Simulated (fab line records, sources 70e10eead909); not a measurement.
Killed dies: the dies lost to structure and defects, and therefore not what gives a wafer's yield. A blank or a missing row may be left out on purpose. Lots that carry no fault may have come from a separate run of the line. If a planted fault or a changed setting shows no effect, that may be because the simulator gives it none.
Chamber matching | flow nand_harc | NHARC_A_STAIRCASE_ETCH_452 on rie_diel-04: 4 sister chambers
The step etches the open film in CF4/O2, target depth 30 nm, overetch 3 nm, time 16.5 s. 14 wafers are shown with their chamber, then 7 later ones without.

## WAFERS WITH THEIR CHAMBER
wafer  | chamber | showerhead_plenum_p_Torr (Torr) | drypump_motor_current_A (A) | throttle_valve_pct (%)
L784.1 | 1       | 1.38                            | 5.7                         | 13.392
L784.2 | 0       | 1.35                            | 5.5                         | 13.406
L784.5 | 2       | 1.34                            | 6.2                         | 13.392
L785.1 | 1       | 1.38                            | 5.6                         | 13.395
L785.2 | 0       | 1.35                            | 5.5                         | 13.400
L785.4 | 2       | 1.34                            | 6.1                         | 13.391
L789.1 | 1       | 1.37                            | 5.6                         | 13.386
L789.4 | 3       | 1.33                            | 5.7                         | 13.392
L789.6 | 3       | 1.33                            | 5.7                         | 13.397
L788.3 | 3       | 1.32                            | 5.7                         | 13.397
L788.4 | 1       | 1.37                            | 5.6                         | 13.382
L788.5 | 0       | 1.35                            | 5.6                         | 13.403
L799.1 | 0       | 1.35                            | 5.6                         | 13.403
L799.3 | 3       | 1.32                            | 5.7                         | 13.405

SIGNATURES (means of the wafers above)
reading                  | chamber 0 | chamber 1 | chamber 2 | chamber 3 | scatter within a chamber
showerhead_plenum_p_Torr | 1.3500    | 1.3750    | 1.3400    | 1.3250    | 0.00447
drypump_motor_current_A  | 5.550     | 5.625     | 6.150     | 5.700     | 0.0474
throttle_valve_pct       | 13.40300  | 13.38875  | 13.39150  | 13.39775  | 0.00456
Rule: a wafer's distance from a chamber is the root of the sum, over the readings, of the square of ((its reading less the chamber's mean) divided by the reading's scatter). The wafer belongs to the nearest chamber; if the next one is less than 2 further off, it can't be placed. The scatter: take each reading less its chamber's mean, square it, sum over the shown wafers, divide by the number of wafers less the number of chambers, and take the root.

## WAFERS MISSING THEIR CHAMBER
wafer  | showerhead_plenum_p_Torr (Torr) | drypump_motor_current_A (A) | throttle_valve_pct (%)
L799.6 | 1.32                            | 5.7                         | 13.395
L804.3 | 1.37                            | 5.6                         | 13.405
L804.4 | 1.32                            | 5.8                         | 13.399
L804.5 | 1.37                            | 5.6                         | 13.390
L807.1 | 1.34                            | 5.5                         | 13.402
L807.5 | 1.37                            | 5.6                         | 13.412
L807.6 | 1.34                            | 6.2                         | 13.404

## WHICH CHAMBER EACH ONE RAN IN
wafer  | from the rows above     | in truth
L799.6 | 3                       | 3
L804.3 | can't be placed: 1 or 0 | 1
L804.4 | 3                       | 3
L804.5 | 1                       | 1
L807.1 | 0                       | 0
L807.5 | can't be placed: 0 or 1 | 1
L807.6 | 2                       | 2
Correctly placed: 5 of 7. Unplaceable from these rows: 2, with the true chamber sitting among the candidates in 2. Wrongly placed: 0.
